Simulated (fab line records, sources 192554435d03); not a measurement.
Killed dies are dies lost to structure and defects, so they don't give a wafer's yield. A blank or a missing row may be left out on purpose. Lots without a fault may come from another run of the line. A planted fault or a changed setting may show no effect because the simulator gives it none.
fab line records | flow n5_finfet
record lots=24 wafers=72 last_day=19
route steps=1938 shown BEOL_M6@1236 BEOL_M7@1263
lots that met no fault: from a run of the same line without faults
start_h: hours from the record's first day to the start of the lot's first wafer shown | wait_h: hours since the lot's step before | " the same as in the row above | L1.1+2: a row that stands for several wafers | - no value, or no start given | * or withheld: withheld | < > ~ a bound
route shown NAME@n: a module of which the file shows steps, and the number in the route of the first | usual: mean/standard deviation of fault-free wafers | same: alike in all rows | chamber/n: place in a boat | sites: the reading at each site | _std_site: their standard deviation | _edge_site: outer sites' mean less inner sites' | radius_mm: how far each site lies from the wafer's centre | mask NAME#n: copy n | behind: the tool/chamber that last shaped the wafer | hold: why the lot was held/for how many hours/how that ended | device: the transistor (n, p or np) that didn't switch | end of line: the same wafers' tests at the end of the route | a step without rows: its recipe alone | killed: dies lost to structure and defects at the first sort, not the wafer's yield | map: a wafer's dies, x killed, . not, _ none there
set.NAME: the setting as run; set.NAME@STEP: as run at that earlier step | model.NAME: the simulator's own value behind a step, which no gauge read
steps of the route over a sample of lots; a table a step, a row a wafer
services: from which hour (start_h, from the record's first day; less than 0 if before it) a tool's chamber was out of use, for how many hours, and why
## steps
# step N5_BEOL_M6_VIA_ETCH_34
# recipe chemistry=C4F6/O2 target=SiCOH_lowk target_depth_a=1263 mask_material=SOC taper_deg=4 time_s=50.9 ion_energy_ev=250 pressure_mtorr=30 source_w=345 bias_w=185 Ar_flow_sccm=300 C4F6_flow_sccm=10 O2_flow_sccm=10
# usual drypump_motor_current_A=5.8/0.39 oes_product_au=0.79/0.098 rf_vpp_V=666/14 showerhead_plenum_p_Torr=2.87/0.11 throttle_valve_pct=20.89/0.26
# columns lot.wafer tool chamber start_h wait_h drypump_motor_current_A oes_product_au rf_hours_counter_h rf_vpp_V showerhead_plenum_p_Torr throttle_valve_pct
L074.1 rie_diel-05 1 185.15 0.0 5.5 0.67 231 652 2.80 21.01
L074.2 " 3 " " 6.1 0.72 204 644 2.69 20.77
L074.3 " 0 " " 6.1 0.70 238 642 2.70 20.84
L075.1 rie_diel-03 2 190.74 0.0 5.2 0.68 257 663 2.82 21.33
L075.2 " 1 " " 6.1 0.66 288 660 2.79 20.74
L075.5 " 2 " " 5.2 0.67 - 662 2.82 21.32
L076.1 rie_diel-01 1 195.83 0.0 6.1 0.88 45 684 2.91 20.71
L076.2 " 2 " " 5.5 0.87 50 682 2.88 20.66
L076.5 " 1 " " 6.1 0.88 - 685 2.91 20.71
L077.1 rie_diel-03 0 196.22 0.0 6.2 0.68 212 675 2.93 21.10
L077.2 " 2 " " 5.2 0.67 260 661 2.82 21.33
L077.5 " 2 " " 5.2 0.68 - 662 2.82 21.33
L078.1 rie_diel-01 3 207.46 0.0 5.7 0.89 20 656 3.03 21.21
L078.3 " 1 " " 6.1 0.87 48 683 2.90 20.71
L078.6 " 0 " " 5.2 0.77 - 674 2.96 20.82
L079.2 rie_diel-05 0 212.64 0.0 6.1 0.69 248 642 2.70 20.85
L079.3 " 1 " " 5.5 0.66 241 651 2.79 21.02
L079.6 " 2 " " 6.2 0.73 - 680 2.94 21.12
L080.1 rie_diel-03 0 220.68 0.0 6.2 0.68 222 674 2.93 21.14
L080.2 " 3 " " 5.2 0.71 204 667 2.70 21.15
L080.6 " 0 " " 6.2 0.68 - 673 2.93 21.14
L081.2 rie_diel-05 2 226.03 0.0 6.1 0.72 190 681 2.94 21.13
L081.5 " 3 " " 6.1 0.71 - 643 2.69 20.77
L081.6 " 2 " " 6.1 0.72 - 679 2.94 21.12
L082.1 rie_diel-03 1 226.25 0.0 6.1 0.97 9 659 2.79 20.27
L082.2 " 0 " " 6.2 0.67 225 673 2.93 21.12
L082.5 " 0 " " 6.2 0.68 - 675 2.93 21.13
L083.1 rie_diel-05 1 235.28 0.0 5.5 0.65 252 652 2.79 21.02
L083.4 " 3 " " 6.1 0.71 - 642 2.68 20.78
L083.6 " 1 " " 5.5 0.65 - 650 2.79 21.04
L085.2 rie_diel-01 2 235.33 0.0 5.5 0.85 63 681 2.87 20.68
L085.4 " 3 " " 5.7 0.88 30 656 3.03 21.25
L085.5 " 1 " " 6.1 0.86 - 682 2.90 20.73
L084.4 rie_diel-05 2 237.39 0.0 6.1 0.72 196 681 2.94 21.13
L084.5 " 3 " " 6.1 0.71 - 642 2.68 20.80
L084.6 " 2 " " 6.1 0.71 - 682 2.94 21.13
L086.1 rie_diel-01 1 264.47 0.0 6.1 0.84 67 684 2.89 20.74
L086.2 " 0 " " 5.2 0.75 131 674 2.96 20.85
L086.6 " 0 " " 5.2 0.75 - 675 2.95 20.85
L087.4 rie_diel-01 3 269.15 0.0 5.7 0.86 42 656 3.02 21.25
L087.5 " 3 " " 5.7 0.87 - 655 3.02 21.25
L087.6 " 2 " " 5.6 0.84 - 681 2.87 20.71
L089.1 rie_diel-05 0 269.16 0.0 6.1 0.91 15 654 3.03 20.50
L089.5 " 2 " " 6.1 0.71 - 681 2.93 21.14
L089.6 " 3 " " 6.1 0.70 - 642 2.68 20.82
L088.1 rie_diel-03 0 281.53 0.0 6.2 0.67 243 671 2.92 21.16
L088.3 " 1 " " 6.1 0.92 27 659 2.78 20.30
L088.5 " 3 " " 5.2 0.68 - 666 2.69 21.18
L091.2 rie_diel-01 0 284.89 0.0 5.2 0.75 136 675 2.95 20.86
L091.3 " 2 " " 5.6 0.83 79 682 2.87 20.71
L091.4 " 3 " " 5.7 0.86 46 657 3.02 21.25
L090.1 rie_diel-05 0 305.92 0.0 6.1 0.89 28 653 3.02 20.52
L090.2 " 1 " " 5.5 0.91 14 651 2.78 20.66
L090.5 " 1 " " 5.5 0.90 - 650 2.78 20.64
L092.1 rie_diel-01 3 312.46 0.0 5.7 0.84 55 656 3.02 21.27
L092.2 " 0 " " 5.1 0.74 145 675 2.95 20.88
L092.6 " 1 " " 6.1 0.83 - 684 2.89 20.78
L093.3 rie_diel-01 1 334.70 0.0 6.1 0.83 91 683 2.88 20.77
L093.5 " 2 " " 5.6 0.82 - 682 2.86 20.75
L093.6 " 1 " " 6.1 0.81 - 684 2.88 20.78
L096.2 rie_diel-05 1 335.23 0.0 5.5 0.88 23 650 2.78 20.67
L096.5 " 0 " " 6.1 0.88 - 652 3.01 20.52
L096.6 " 3 " " 6.1 0.99 - 653 3.01 20.49
L094.1 rie_diel-03 3 335.25 0.0 5.1 0.67 249 666 2.68 21.23
L094.4 " 0 " " 6.2 0.97 0 671 2.91 20.76
L094.5 " 0 " " 6.2 0.98 - 673 2.91 20.75
L097.1 rie_diel-01 0 351.04 0.0 5.2 0.73 158 674 2.94 20.88
L097.3 " 3 " " 5.7 0.84 67 655 3.01 21.28
L097.6 " 1 " " 6.1 0.81 - 685 2.88 20.77
L095.2 rie_diel-05 0 363.19 0.0 6.1 0.86 49 652 3.01 20.55
L095.3 " 1 " " 5.5 0.87 31 652 2.77 20.68
L095.6 " 0 " " 6.1 0.85 - 653 3.01 20.55
# step N5_BEOL_M6_PRE_CLEAN_45
# recipe gas=H2/He time_s=30 temp_c=250
# usual heater_power_w=335/29
# columns lot.wafer tool chamber start_h wait_h heater_power_w
L074.1 pvd_sputter-03 - 185.99 0.0 398
L074.2 " - " " 370
L074.3 " - " " 308
L075.1 pvd_sputter-02 - 191.59 0.0 311
L075.2 " - " " 320
L075.5 " - " " 317
L076.1 pvd_sputter-02 - 196.89 0.0 313
L076.2 " - " " 356
L076.5 " - " " 312
L077.1 pvd_sputter-02 - 197.25 0.0 304
L077.2 " - " " 361
L077.5 " - " " 312
L078.1 pvd_sputter-01 - 209.41 0.0 316
L078.3 " - " " 325
L078.6 " - " " 320
L079.2 pvd_sputter-01 - 213.55 0.0 314
L079.3 " - " " 326
L079.6 " - " " 328
L080.1 pvd_sputter-03 - 221.66 0.0 390
L080.2 " - " " 352
L080.6 " - " " 306
L081.2 pvd_sputter-02 - 227.42 0.0 318
L081.5 " - " " 312
L081.6 " - " " 324
L082.1 pvd_sputter-02 - 227.50 0.0 326
L082.2 " - " " 360
L082.5 " - " " 318
L083.1 pvd_sputter-01 - 236.26 0.0 306
L083.4 " - " " 317
L083.6 " - " " 323
L085.2 pvd_sputter-01 - 236.34 0.0 304
L085.4 " - " " 329
L085.5 " - " " 315
L084.4 pvd_sputter-03 - 238.54 0.0 400
L084.5 " - " " 398
L084.6 " - " " 392
L086.1 pvd_sputter-03 - 266.30 0.0 352
L086.2 " - " " 307
L086.6 " - " " 371
L087.4 pvd_sputter-03 - 270.01 0.0 309
L087.5 " - " " 303
L087.6 " - " " 353
L089.1 pvd_sputter-01 - 271.75 0.0 331
L089.5 " - " " 315
L089.6 " - " " 320
L088.1 pvd_sputter-03 - 282.34 0.0 391
L088.3 " - " " 306
L088.5 " - " " 375
L091.2 pvd_sputter-03 - 286.01 0.0 384
L091.3 " - " " 392
L091.4 " - " " 356
L090.1 pvd_sputter-02 - 306.91 0.0 316
L090.2 " - " " 325
L090.5 " - " " 319
L092.1 pvd_sputter-01 - 313.82 0.0 317
L092.2 " - " " 329
L092.6 " - " " 318
L093.3 pvd_sputter-03 - 335.88 0.0 389
L093.5 " - " " 372
L093.6 " - " " 300
L096.2 pvd_sputter-02 - 336.24 0.0 318
L096.5 " - " " 315
L096.6 " - " " 324
L094.1 pvd_sputter-03 - 336.48 0.0 388
L094.4 " - " " 370
L094.5 " - " " 308
L097.1 pvd_sputter-02 - 355.61 0.0 323
L097.3 " - " " 360
L097.6 " - " " 362
L095.2 pvd_sputter-02 - 365.81 0.0 333
L095.3 " - " " 310
L095.6 " - " " 321
# step N5_BEOL_M7_ILD_DEP_00
# recipe material=SiCOH_lowk target_thk_a=1797.5 temp_c=300 precursor=DEMS/porogen pressure_torr=5 rf_w=500 time_s=33.4
# usual heater_power_w=322/59 showerhead_plenum_p_Torr=5.745/0.02 throttle_valve_pct=13.9/1.1
# columns lot.wafer tool chamber start_h wait_h heater_power_w showerhead_plenum_p_Torr throttle_valve_pct
L074.1 pecvd-02 2 189.71 0.0 256 5.752 13.7
L074.2 " 1 " " 410 5.740 14.5
L074.3 " 0 " " 325 5.725 13.3
L075.1 pecvd-02 2 194.91 0.0 315 5.758 13.5
L075.2 " 1 " " 414 5.744 14.4
L075.5 " 1 " " 410 5.748 14.6
L076.1 pecvd-02 1 198.51 0.0 366 5.753 14.4
L076.2 " 2 " " 310 5.750 13.5
L076.5 " 0 " " 345 5.725 13.4
L077.1 pecvd-03 0 199.09 0.0 349 5.764 15.0
L077.2 " 1 " " 312 5.767 14.8
L077.5 " 1 " " 315 5.776 14.9
L078.1 pecvd-03 0 211.41 0.0 370 5.765 15.2
L078.3 " 2 " " 184 5.730 12.0
L078.6 " 1 " " 348 5.767 14.6
L079.2 pecvd-03 1 216.12 0.0 316 5.784 14.4
L079.3 " 2 " " 229 5.733 11.9
L079.6 " 0 " " 321 5.785 14.8
L080.1 pecvd-03 0 223.43 0.0 363 5.768 15.1
L080.2 " 2 " " 213 5.731 12.1
L080.6 " 1 " " 321 5.764 14.8
L081.2 pecvd-03 2 229.14 0.0 211 5.727 12.6
L081.5 " 0 " " 365 5.766 15.0
L081.6 " 1 " " 371 5.773 15.0
L082.1 pecvd-03 1 229.43 0.0 365 5.768 14.5
L082.2 " 0 " " 308 5.779 14.8
L082.5 " 1 " " 360 5.772 14.6
L083.1 pecvd-02 0 238.31 0.0 367 5.726 13.6
L083.4 " 0 " " 376 5.726 13.4
L083.6 " 2 " " 295 5.740 12.3
L085.2 pecvd-02 1 238.50 0.0 406 5.743 14.7
L085.4 " 0 " " 347 5.706 13.3
L085.5 " 2 " " 315 5.743 12.3
L084.4 pecvd-04 2 240.53 0.1 287 5.751 13.9
L084.5 " 0 " " 375 5.729 15.6
L084.6 " 1 " " 269 5.734 14.7
L086.1 pecvd-04 2 269.58 0.0 297 5.763 13.7
L086.2 " 0 " " 388 5.730 15.5
L086.6 " 1 " " 272 5.732 14.8
L087.4 pecvd-02 1 273.01 0.1 388 5.743 14.6
L087.5 " 0 " " 352 5.747 13.3
L087.6 " 1 " " 387 5.724 14.6
L089.1 pecvd-02 2 273.41 0.0 313 5.753 12.2
L089.5 " 1 " " 363 5.738 14.7
L089.6 " 2 " " 312 5.746 12.5
L088.1 pecvd-04 0 285.64 0.0 400 5.727 15.5
L088.3 " 1 " " 283 5.727 14.7
L088.5 " 2 " " 315 5.744 13.5
L091.2 pecvd-02 2 288.98 0.0 291 5.744 12.3
L091.3 " 1 " " 401 5.724 14.9
L091.4 " 1 " " 418 5.753 14.6
L090.1 pecvd-04 0 308.82 0.0 390 5.720 15.9
L090.2 " 2 " " 322 5.744 13.9
L090.5 " 0 " " 402 5.735 15.4
L092.1 pecvd-02 0 315.72 0.0 305 5.727 13.3
L092.2 " 1 " " 418 5.744 14.6
L092.6 " 0 " " 316 5.763 13.2
L093.3 pecvd-04 1 337.50 0.0 254 5.716 14.9
L093.5 " 2 " " 282 5.748 13.7
L093.6 " 1 " " 251 5.708 14.6
L096.2 pecvd-03 1 338.23 0.0 366 5.778 14.9
L096.5 " 2 " " 191 5.733 12.3
L096.6 " 0 " " 358 5.770 15.1
L094.1 pecvd-02 2 340.18 0.0 301 5.754 12.6
L094.4 " 0 " " 386 5.713 13.6
L094.5 " 2 " " 305 5.742 12.4
L097.1 pecvd-03 2 357.40 0.0 214 5.728 12.5
L097.3 " 1 " " 322 5.791 14.5
L097.6 " 1 " " 333 5.756 14.5
L095.2 pecvd-02 0 367.52 0.0 350 5.730 13.5
L095.3 " 1 " " 343 5.750 14.5
L095.6 " 2 " " 303 5.745 12.6
# step N5_BEOL_M7_OVL_MEAS_29
# recipe points_per_wafer=522
# usual V6_OVL=-0.1/0.67
# columns lot.wafer tool chamber start_h wait_h V6_OVL[nm]
L074.1 overlay-02 0 193.61 0.0 -0.8
L074.2 " 0 " " 1.1
L074.3 " 0 " " -0.2
L075.1 overlay-02 0 197.98 0.0 -0.3
L075.2 " 0 " " -0.6
L075.5 " 0 " " -0.3
L077.1 overlay-01 0 203.70 0.0 0.7
L077.2 " 0 " " -0.4
L077.5 " 0 " " -0.4
L076.1 overlay-01 0 203.87 0.0 0.4
L076.2 " 0 " " -0.6
L076.5 " 0 " " 0.2
L078.1 overlay-02 0 214.43 0.0 -0.6
L078.3 " 0 " " -0.1
L078.6 " 0 " " 1.1
L079.2 overlay-01 0 220.41 0.0 -1.3
L079.3 " 0 " " 1.3
L079.6 " 0 " " 0.1
L080.1 overlay-01 0 227.16 0.0 -1.6
L080.2 " 0 " " 0.7
L080.6 " 0 " " -0.4
L082.1 overlay-01 0 234.35 0.0 0.0
L082.2 " 0 " " 0.1
L082.5 " 0 " " 0.2
L081.2 overlay-01 0 234.53 0.0 -0.6
L081.5 " 0 " " -1.1
L081.6 " 0 " " -0.8
L083.1 overlay-01 0 241.84 0.0 0.1
L083.4 " 0 " " -0.1
L083.6 " 0 " " -0.1
L085.2 overlay-01 0 241.93 0.0 -0.3
L085.4 " 0 " " -1.0
L085.5 " 0 " " -0.8
L084.4 overlay-01 0 244.02 0.0 -0.1
L084.5 " 0 " " -0.7
L084.6 " 0 " " 0.3
L086.1 overlay-01 0 273.77 0.0 1.4
L086.2 " 0 " " 0.1
L086.6 " 0 " " 0.1
L089.1 overlay-02 0 278.84 0.0 -0.2
L089.5 " 0 " " 0.2
L089.6 " 0 " " 0.3
L087.4 overlay-01 0 278.91 0.0 0.1
L087.5 " 0 " " 0.7
L087.6 " 0 " " -0.1
L088.1 overlay-01 0 290.44 0.0 -0.3
L088.3 " 0 " " -0.1
L088.5 " 0 " " -0.9
L091.2 overlay-02 0 294.35 0.0 -0.8
L091.3 " 0 " " 0.3
L091.4 " 0 " " 0.1
L090.1 overlay-02 0 311.73 0.0 0.0
L090.2 " 0 " " -0.3
L090.5 " 0 " " -0.9
L092.1 overlay-01 0 323.74 0.0 -0.3
L092.2 " 0 " " 0.1
L092.6 " 0 " " -0.2
L093.3 overlay-02 0 340.73 0.0 -0.7
L093.5 " 0 " " -1.1
L093.6 " 0 " " -0.2
L096.2 overlay-02 0 341.22 0.0 0.1
L096.5 " 0 " " 0.6
L096.6 " 0 " " -0.3
L094.1 overlay-02 0 344.14 0.0 -0.3
L094.4 " 0 " " -0.4
L094.5 " 0 " " 0.2
L097.1 overlay-02 0 362.77 0.0 1.1
L097.3 " 0 " " 1.5
L097.6 " 0 " " 1.5
L095.2 overlay-01 0 379.02 0.0 0.1
L095.3 " 0 " " -0.1
L095.6 " 0 " " 1.0
# step N5_BEOL_M7_ETCH_66
# recipe chemistry=N2/H2 target=SOC target_depth_a=800 overetch_a=160 mask_material=SiARC temp_c=40 time_s=120 ion_energy_ev=200 pressure_mtorr=30 source_w=840 bias_w=150 n2_flow_sccm=200 h2_flow_sccm=200
# usual drypump_motor_current_A=5.5/0.51 oes_product_au=0.60/0.052 rf_vpp_V=524.3/1.9 showerhead_plenum_p_Torr=2.56/0.064 throttle_valve_pct=17.85/0.18
# columns lot.wafer tool chamber start_h wait_h drypump_motor_current_A oes_product_au rf_hours_counter_h rf_vpp_V showerhead_plenum_p_Torr throttle_valve_pct
L074.1 rie_diel-04 1 193.85 0.0 6.1 0.58 169 526.2 2.64 17.84
L074.2 " 3 " " 5.3 0.64 54 526.6 2.58 17.70
L074.3 " 0 " " 5.1 0.61 95 525.3 2.56 17.69
L075.1 rie_diel-04 1 198.15 0.0 6.2 0.58 171 525.4 2.64 17.84
L075.2 " 0 " " 5.1 0.60 97 525.1 2.56 17.69
L075.5 " 3 " " 5.3 0.64 - 525.2 2.58 17.70
L077.1 rie_diel-06 3 203.88 0.0 6.3 0.70 11 522.3 2.51 17.77
L077.2 " 2 " " 5.8 0.57 168 524.0 2.53 18.13
L077.5 " 0 " " 4.9 0.52 - 522.1 2.52 17.67
L076.1 rie_diel-04 1 204.13 0.0 6.2 0.58 173 526.7 2.64 17.84
L076.2 " 0 " " 5.1 0.60 99 524.1 2.55 17.70
L076.5 " 1 " " 6.1 0.58 - 528.4 2.64 17.83
L078.1 rie_diel-02 0 214.74 0.0 5.3 0.54 215 523.2 2.52 18.24
L078.3 " 1 " " 5.8 0.59 152 523.7 2.55 17.90
L078.6 " 2 " " 6.4 0.70 - 525.7 2.60 17.69
L079.2 rie_diel-02 2 220.58 0.0 6.4 0.70 18 524.0 2.60 17.70
L079.3 " 1 " " 5.8 0.59 153 522.9 2.55 17.90
L079.6 " 3 " " 5.0 0.57 - 526.4 2.66 17.79
L080.1 rie_diel-02 2 227.33 0.0 6.4 0.70 21 525.9 2.60 17.70
L080.2 " 0 " " 5.3 0.53 218 523.7 2.52 18.22
L080.6 " 3 " " 5.0 0.57 - 526.2 2.66 17.80
L082.1 rie_diel-02 1 234.59 0.0 5.7 0.59 157 523.1 2.55 17.90
L082.2 " 3 " " 5.0 0.57 184 526.9 2.66 17.81
L082.5 " 1 " " 5.7 0.59 - 526.0 2.55 17.89
L081.2 rie_diel-04 3 234.82 0.0 5.3 0.63 68 526.4 2.58 17.74
L081.5 " 3 " " 5.3 0.62 - 524.8 2.58 17.72
L081.6 " 2 " " 5.0 0.64 - 522.2 2.45 17.87
L083.1 rie_diel-02 0 242.01 0.0 5.3 0.53 222 522.0 2.52 18.27
L083.4 " 2 " " 6.4 0.69 26 524.5 2.59 17.72
L083.6 " 3 " " 5.0 0.57 - 526.8 2.66 17.81
L085.2 rie_diel-06 0 242.40 0.0 4.9 0.52 249 521.5 2.51 17.67
L085.4 " 2 " " 5.8 0.57 180 524.2 2.53 18.17
L085.5 " 1 " " 5.5 0.56 - 525.6 2.63 18.05
L084.4 rie_diel-04 3 244.18 0.0 5.3 0.62 71 525.2 2.57 17.72
L084.5 " 0 " " 5.1 0.59 - 523.8 2.55 17.75
L084.6 " 3 " " 5.3 0.62 - 524.5 2.58 17.73
L086.1 rie_diel-04 2 273.94 0.0 5.0 0.62 102 521.7 2.44 17.89
L086.2 " 0 " " 5.1 0.59 121 524.2 2.55 17.75
L086.6 " 1 " " 6.2 0.56 - 526.8 2.63 17.87
L089.1 rie_diel-02 3 279.02 0.0 5.0 0.57 198 525.9 2.65 17.83
L089.5 " 0 " " 5.3 0.53 - 522.2 2.51 18.27
L089.6 " 1 " " 5.7 0.59 - 525.7 2.54 17.92
L087.4 rie_diel-04 0 279.06 0.0 5.1 0.58 122 522.4 2.55 17.75
L087.5 " 1 " " 6.1 0.57 - 527.3 2.63 17.88
L087.6 " 2 " " 5.0 0.64 - 521.7 2.44 17.89
L088.1 rie_diel-06 2 290.74 0.0 5.8 0.56 196 523.5 2.52 18.20
L088.3 " 0 " " 4.9 0.70 9 522.5 2.51 17.27
L088.5 " 1 " " 5.5 0.56 - 526.1 2.62 18.08
L091.2 rie_diel-02 0 294.65 0.0 5.3 0.53 237 523.7 2.51 18.26
L091.3 " 1 " " 5.7 0.58 175 524.0 2.54 17.92
L091.4 " 2 " " 6.4 0.66 41 525.2 2.59 17.73
L090.1 rie_diel-06 2 311.90 0.0 5.8 0.56 202 522.9 2.52 18.20
L090.2 " 3 " " 6.3 0.65 44 521.8 2.50 17.83
L090.5 " 3 " " 6.3 0.65 - 522.8 2.50 17.85
L092.1 rie_diel-04 2 323.92 0.0 5.0 0.62 116 521.7 2.44 17.93
L092.2 " 3 " " 5.3 0.60 94 525.9 2.57 17.78
L092.6 " 3 " " 5.3 0.61 - 523.9 2.56 17.77
L093.3 rie_diel-02 0 340.89 0.0 5.3 0.52 249 522.6 2.51 18.31
L093.5 " 3 " " 4.9 0.55 - 526.0 2.64 17.87
L093.6 " 2 " " 6.4 0.65 - 525.6 2.58 17.78
L096.2 rie_diel-04 3 341.70 0.0 5.3 0.61 99 522.9 2.56 17.78
L096.5 " 2 " " 5.0 0.61 - 523.6 2.44 17.92
L096.6 " 3 " " 5.3 0.60 - 524.0 2.56 17.79
L094.1 rie_diel-04 1 344.31 0.0 6.1 0.55 215 526.1 2.63 17.90
L094.4 " 1 " " 6.1 0.55 - 525.6 2.63 17.91
L094.5 " 0 " " 5.2 0.58 - 524.9 2.54 17.78
L097.1 rie_diel-02 2 362.95 0.0 6.4 0.65 60 524.8 2.58 17.76
L097.3 " 0 " " 5.3 0.76 0 522.3 2.51 17.82
L097.6 " 3 " " 5.0 0.55 - 526.7 2.64 17.86
L095.2 rie_diel-04 3 379.19 0.0 5.3 0.59 108 521.6 2.56 17.80
L095.3 " 1 " " 6.1 0.54 224 526.2 2.62 17.93
L095.6 " 1 " " 6.1 0.55 - 525.8 2.62 17.92
# step N5_BEOL_M7_STRIP_80
# recipe chemistry=N2/H2 time_s=10 power_w=450 temp_c=40 pressure_mtorr=20 rf_frequency_hz=6e+07 bias_power_w=7 n2_flow_sccm=200 h2_flow_sccm=200
# usual drypump_motor_current_A=5.5/0.51 oes_product_au=0.79/0.075 rf_vpp_V=59.2/0.78 showerhead_plenum_p_Torr=2.55/0.064 throttle_valve_pct=23.73/0.23
# columns lot.wafer tool chamber start_h wait_h drypump_motor_current_A oes_product_au rf_hours_counter_h rf_vpp_V showerhead_plenum_p_Torr throttle_valve_pct
L074.1 rie_diel-04 1 - - 6.1 0.75 169 59.3 2.64 23.72
L074.2 " 3 " " 5.3 0.85 55 59.8 2.58 23.58
L074.3 " 0 " " 5.1 0.80 95 59.1 2.55 23.46
L075.1 rie_diel-04 1 - - 6.1 0.74 171 59.8 2.64 23.72
L075.2 " 0 " " 5.1 0.79 97 59.3 2.55 23.45
L075.5 " 3 " " 5.3 0.84 - 61.0 2.58 23.57
L077.1 rie_diel-06 3 - - 6.3 0.94 11 59.7 2.51 23.86
L077.2 " 2 " " 5.7 0.75 168 59.8 2.53 24.08
L077.5 " 0 " " 4.9 0.69 - 58.3 2.51 23.36
L076.1 rie_diel-04 1 - - 6.2 0.74 173 60.0 2.64 23.71
L076.2 " 0 " " 5.1 0.80 99 59.8 2.55 23.46
L076.5 " 1 " " 6.1 0.74 - 61.1 2.64 23.72
L078.1 rie_diel-02 0 - - 5.3 0.71 215 59.6 2.52 24.28
L078.3 " 1 " " 5.7 0.77 152 58.0 2.55 23.83
L078.6 " 2 " " 6.4 0.94 - 59.0 2.59 23.57
L079.2 rie_diel-02 2 - - 6.4 0.94 18 59.7 2.59 23.57
L079.3 " 1 " " 5.7 0.77 153 59.5 2.55 23.84
L079.6 " 3 " " 5.0 0.73 - 59.3 2.65 23.68
L080.1 rie_diel-02 2 - - 6.3 0.92 21 58.7 2.59 23.57
L080.2 " 0 " " 5.3 0.71 218 58.7 2.51 24.27
L080.6 " 3 " " 4.9 0.74 - 59.1 2.65 23.67
L082.1 rie_diel-02 1 - - 5.7 0.76 157 59.4 2.54 23.85
L082.2 " 3 " " 4.9 0.73 184 59.5 2.65 23.68
L082.5 " 1 " " 5.7 0.76 - 59.5 2.54 23.87
L081.2 rie_diel-04 3 - - 5.3 0.83 69 59.8 2.57 23.58
L081.5 " 3 " " 5.3 0.82 - 59.0 2.57 23.58
L081.6 " 2 " " 5.0 0.83 - 58.8 2.45 23.70
L083.1 rie_diel-02 0 - - 5.3 0.71 222 59.6 2.51 24.28
L083.4 " 2 " " 6.4 0.92 26 59.1 2.59 23.59
L083.6 " 3 " " 5.0 0.73 - 58.5 2.65 23.68
L085.2 rie_diel-06 0 - - 4.9 0.68 249 60.3 2.51 23.39
L085.4 " 2 " " 5.8 0.74 180 58.9 2.52 24.10
L085.5 " 1 " " 5.6 0.74 - 59.5 2.62 23.86
L084.4 rie_diel-04 3 - - 5.3 0.82 71 58.6 2.57 23.57
L084.5 " 0 " " 5.1 0.78 - 58.6 2.55 23.47
L084.6 " 3 " " 5.3 0.82 - 59.1 2.57 23.59
L086.1 rie_diel-04 2 - - 5.0 0.81 102 60.1 2.44 23.74
L086.2 " 0 " " 5.1 0.77 121 58.4 2.54 23.49
L086.6 " 1 " " 6.1 0.72 - 59.3 2.63 23.75
L089.1 rie_diel-02 3 - - 5.0 0.72 198 59.2 2.65 23.69
L089.5 " 0 " " 5.3 0.68 - 59.3 2.51 24.28
L089.6 " 1 " " 5.7 0.75 - 59.9 2.54 23.87
L087.4 rie_diel-04 0 - - 5.1 0.76 122 59.8 2.54 23.50
L087.5 " 1 " " 6.1 0.73 - 58.8 2.63 23.76
L087.6 " 2 " " 5.0 0.82 - 59.7 2.44 23.72
L088.1 rie_diel-06 2 - - 5.8 0.72 196 60.4 2.51 24.12
L088.3 " 0 " " 4.9 0.92 9 58.2 2.50 23.10
L088.5 " 1 " " 5.5 0.72 - 59.0 2.62 23.89
L091.2 rie_diel-02 0 - - 5.3 0.69 237 59.5 2.51 24.30
L091.3 " 1 " " 5.7 0.76 175 59.1 2.54 23.86
L091.4 " 2 " " 6.3 0.88 42 58.3 2.58 23.58
L090.1 rie_diel-06 2 - - 5.8 0.72 202 59.3 2.51 24.13
L090.2 " 3 " " 6.3 0.87 44 59.4 2.49 23.89
L090.5 " 3 " " 6.3 0.87 - 59.3 2.49 23.91
L092.1 rie_diel-04 2 - - 5.0 0.80 116 58.6 2.43 23.74
L092.2 " 3 " " 5.3 0.79 94 57.8 2.56 23.60
L092.6 " 3 " " 5.3 0.79 - 59.6 2.56 23.61
L093.3 rie_diel-02 0 - - 5.3 0.67 249 58.2 2.50 24.30
L093.5 " 3 " " 5.0 0.70 - 59.7 2.64 23.72
L093.6 " 2 " " 6.4 0.85 - 59.6 2.58 23.62
L096.2 rie_diel-04 3 - - 5.3 0.78 99 60.9 2.56 23.60
L096.5 " 2 " " 5.0 0.80 - 59.4 2.43 23.76
L096.6 " 3 " " 5.3 0.77 - 59.3 2.56 23.61
L094.1 rie_diel-04 1 - - 6.2 0.71 215 58.5 2.62 23.77
L094.4 " 1 " " 6.2 0.71 - 59.5 2.62 23.77
L094.5 " 0 " " 5.1 0.75 - 59.1 2.53 23.52
L097.1 rie_diel-02 2 - - 6.4 0.86 60 58.7 2.57 23.65
L097.3 " 0 " " 5.3 1.01 0 60.0 2.50 23.89
L097.6 " 3 " " 5.0 0.71 - 60.6 2.64 23.72
L095.2 rie_diel-04 3 - - 5.4 0.77 108 59.4 2.56 23.64
L095.3 " 1 " " 6.1 0.70 224 58.5 2.62 23.79
L095.6 " 1 " " 6.1 0.71 - 59.9 2.62 23.79
## services
# columns tool chamber start_h hours kind
pecvd-04 0 165.96 12.2 repair
rie_diel-05 0 175.21 1.2 repair
rie_diel-06 - 177.84 0.6 repair
rie_diel-04 0 185.19 4.0 repair
pecvd-03 - 189.70 2.8 pm
rie_diel-01 - 216.73 1.2 repair
pecvd-02 - 231.82 5.6 repair
pecvd-04 0 231.97 6.2 repair
rie_diel-06 3 235.37 2.3 repair
rie_diel-05 1 237.91 6.5 repair
rie_diel-03 0 258.93 7.9 repair
rie_diel-03 1 266.71 8.6 repair
pvd_sputter-02 - 269.38 29.2 repair
rie_diel-03 1 289.50 8.2 repair
rie_diel-06 1 295.74 3.9 repair
rie_diel-06 1 303.97 8.4 repair
rie_diel-05 1 308.63 4.9 repair
rie_diel-03 2 309.62 9.7 repair
rie_diel-05 1 329.31 1.2 repair
rie_diel-06 0 337.93 3.2 repair
rie_diel-04 3 342.35 3.4 repair
rie_diel-02 3 347.28 2.8 repair
pvd_sputter-03 - 355.87 6.6 repair
rie_diel-04 0 359.94 1.7 repair
## key
fault none
